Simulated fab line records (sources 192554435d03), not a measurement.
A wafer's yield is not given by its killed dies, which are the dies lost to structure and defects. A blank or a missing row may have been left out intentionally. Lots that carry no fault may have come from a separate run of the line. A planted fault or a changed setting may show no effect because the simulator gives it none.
Code-filled problem report in 8D (eight disciplines) form + flow n5_finfet + the parts of the form that need people (team, actions taken, sign-off) are left out

1. THE PROBLEM
Wafers without a fault read 1356.9 rpm, standard deviation 0.87; spin_speed_rpm at N5_WELL_APT_COAT_02 reads a mean of 1402.9 rpm on 6 wafers belonging to 2 lots. That puts it +53 standard deviations away from the usual mean.
The step: resist thk 950 nm.
Earliest sighting: wafer L788.2 on litho_track-04 at day 3 13:37. Wafers with a number at this step in the record: 18, from 6 lots. The rule behind "out" and "out of limits": a value lying over 4 standard deviations away from the usual mean. The other wafers with a number count as sound.

2. WHAT IT IS AND WHAT IT IS NOT
| question                    | is                     | is not                                                                   |
|-----------------------------|------------------------|--------------------------------------------------------------------------|
| which readings at this step | spin_speed_rpm         | -                                                                        |
| which lots                  | L788, L791             | L780, L785, L792, L803                                                   |
| which wafers of those lots  | all that have a number | -                                                                        |
| read on which tools         | litho_track-04         | litho_track-03                                                           |
| when                        | from day 3 13:37       | up to then (6 sound wafers); but 6 sound wafers of L792, L803 came after |

3. SUSPECTS, AND WHAT RULES EACH OUT
Counting: a tool at any process step up to the reading remains a suspect when it ran all the lots that are out and ran no sound lot after the first of those.
- litho_track-04 at N5_WELL_APT_COAT_02 (resist thk 950 nm): kept. All lots that are out passed through it, beginning with L788 at day 3 13:37, and no sound lot followed; its final sound lot before that point was L780 at day 1 13:26. Out on those wafers are its own readings of spin_speed_rpm.
Left after counting: litho_track-04 at N5_WELL_APT_COAT_02.

4. THE CAUSE (what the simulator had put in)
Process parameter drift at N5_WELL_APT_COAT_02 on litho_track-04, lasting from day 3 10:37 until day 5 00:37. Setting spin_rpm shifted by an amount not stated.
This tool alone remained once counting was done.

5. SEQUENCE OF EFFECTS, ordered by route
Rows list readings where the struck wafers' mean (over those with a number) sits beyond 3 standard deviations from the usual. Scope: only readings with a usual standard deviation given in the record; hours: median across lots of the time from each lot's start at the first step in this table that gives one to its start at this step; sigmas: change in usual standard deviations.
| hours | step                | reading        | usual      | on struck wafers | change | sigmas |
|-------|---------------------|----------------|------------|------------------|--------|--------|
| 0     | N5_WELL_APT_COAT_02 | spin_speed_rpm | 1356.9 rpm | 1402.9           | +46.0  | +53    |
Here are the process steps it includes:
- N5_WELL_APT_COAT_02: resist thk 950 nm.
Later measuring or inspecting steps at which every struck wafer that the step has a row for has a number for every such reading, and none has moved that far: N5_WELL_APT_CD_MEAS_08, N5_WELL_APT_OVL_MEAS_09, N5_WELL_APT_INSPECT_10, N5_BEOL_M4_RC_MEAS_101.

6. WHAT WOULD HAVE CAUGHT IT SOONER
In this record no reading fell out of limits until day 3 13:37, 3 hours after the fault had begun at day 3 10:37.
